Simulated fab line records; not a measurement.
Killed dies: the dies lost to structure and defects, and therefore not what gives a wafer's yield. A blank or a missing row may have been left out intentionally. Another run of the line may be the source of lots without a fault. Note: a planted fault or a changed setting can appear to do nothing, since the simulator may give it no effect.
Chamber matching + flow n5Finfet + N5_BEOL_M15_STRIP_36 on rieDiel-02: 4 sister chambers
The step strips in O2. 27 wafers are shown with their chamber, then 12 later ones without.

== WAFERS PAIRED WITH THEIR CHAMBERS ==
| wafer  | chamber | drypumpMotorCurrentA (A) | throttleValvePct (%) | showerheadPlenumPTorr (Torr) |
|--------|---------|--------------------------|----------------------|------------------------------|
| L083.2 | 3       | 5.7                      | 16.79                | 1.95                         |
| L083.5 | 3       | 5.7                      | 16.78                | 1.95                         |
| L083.6 | 0       | 5.5                      | 16.61                | 2.01                         |
| L082.1 | 0       | 5.5                      | 16.57                | 2.01                         |
| L082.2 | 2       | 5.5                      | 16.88                | 2.08                         |
| L082.3 | 1       | 5.4                      | 16.47                | 2.19                         |
| L082.4 | 3       | 5.7                      | 16.80                | 1.95                         |
| L082.5 | 1       | 5.4                      | 16.46                | 2.19                         |
| L082.6 | 2       | 5.5                      | 16.84                | 2.08                         |
| L081.1 | 0       | 5.5                      | 16.63                | 2.01                         |
| L081.2 | 1       | 5.4                      | 16.48                | 2.19                         |
| L081.3 | 2       | 5.5                      | 16.86                | 2.08                         |
| L081.4 | 1       | 5.4                      | 16.48                | 2.19                         |
| L081.5 | 0       | 5.5                      | 16.61                | 2.01                         |
| L081.6 | 2       | 5.5                      | 16.85                | 2.08                         |
| L085.1 | 2       | 5.6                      | 16.88                | 2.08                         |
| L085.2 | 0       | 5.5                      | 16.61                | 2.01                         |
| L085.4 | 2       | 5.5                      | 16.86                | 2.08                         |
| L088.1 | 1       | 5.5                      | 16.51                | 2.19                         |
| L088.2 | 3       | 5.6                      | 16.36                | 2.21                         |
| L088.6 | 0       | 5.5                      | 16.62                | 2.01                         |
| L089.1 | 3       | 5.7                      | 16.38                | 2.20                         |
| L089.2 | 1       | 5.4                      | 16.51                | 2.19                         |
| L089.3 | 0       | 5.5                      | 16.62                | 2.01                         |
| L089.4 | 2       | 5.5                      | 16.87                | 2.08                         |
| L089.5 | 3       | 5.6                      | 16.38                | 2.20                         |
| L089.6 | 0       | 5.5                      | 16.63                | 2.01                         |

SIGNATURES (means of the wafers above)
| reading               | chamber 0 | chamber 1 | chamber 2 | chamber 3 | scatter within a chamber |
|-----------------------|-----------|-----------|-----------|-----------|--------------------------|
| drypumpMotorCurrentA  | 5.500     | 5.417     | 5.514     | 5.667     | 0.0363                   |
| throttleValvePct      | 16.6125   | 16.4850   | 16.8629   | 16.5817   | 0.108                    |
| showerheadPlenumPTorr | 2.0100    | 2.1900    | 2.0800    | 2.0767    | 0.0647                   |
Rule: for each reading, subtract the chamber's mean from the wafer's reading, divide by that reading's scatter and square the result; add these up over the readings and take the root, which gives the wafer's distance from the chamber. The wafer belongs to the nearest chamber; if the next one is less than 2 further off, it can't be placed. The scatter: take each reading less its chamber's mean, square it, sum over the shown wafers, divide by the number of wafers less the number of chambers, and take the root.

== WAFERS WITHOUT THEIR CHAMBER ==
| wafer  | drypumpMotorCurrentA (A) | throttleValvePct (%) | showerheadPlenumPTorr (Torr) |
|--------|--------------------------|----------------------|------------------------------|
| L086.2 | 5.5                      | 16.66                | 2.01                         |
| L086.4 | 5.6                      | 16.90                | 2.07                         |
| L086.6 | 5.7                      | 16.36                | 2.20                         |
| L096.2 | 5.5                      | 16.53                | 2.07                         |
| L096.3 | 5.7                      | 16.37                | 2.20                         |
| L096.4 | 5.5                      | 16.51                | 2.07                         |
| L095.1 | 5.6                      | 16.52                | 2.07                         |
| L095.2 | 5.5                      | 16.69                | 2.00                         |
| L095.3 | 5.4                      | 16.52                | 2.18                         |
| L095.4 | 5.7                      | 16.39                | 2.20                         |
| L095.5 | 5.6                      | 16.55                | 2.07                         |
| L095.6 | 5.4                      | 16.54                | 2.18                         |

== EACH ONE'S CHAMBER ==
| wafer  | from the rows above          | in truth |
|--------|------------------------------|----------|
| L086.2 | can't be placed: 0 or 2      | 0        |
| L086.4 | can't be placed: 2 or 3 or 0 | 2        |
| L086.6 | 3                            | 3        |
| L096.2 | can't be placed: 0 or 1 or 2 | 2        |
| L096.3 | 3                            | 3        |
| L096.4 | can't be placed: 0 or 1 or 2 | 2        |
| L095.1 | can't be placed: 3 or 0      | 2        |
| L095.2 | can't be placed: 0 or 2      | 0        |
| L095.3 | 1                            | 1        |
| L095.4 | 3                            | 3        |
| L095.5 | can't be placed: 3 or 0 or 2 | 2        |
| L095.6 | 1                            | 1        |
Correct placement for 5 of the 12. Can't be placed from these rows: 7 (the true chamber is among the candidates in 6). Placed wrongly: 0.
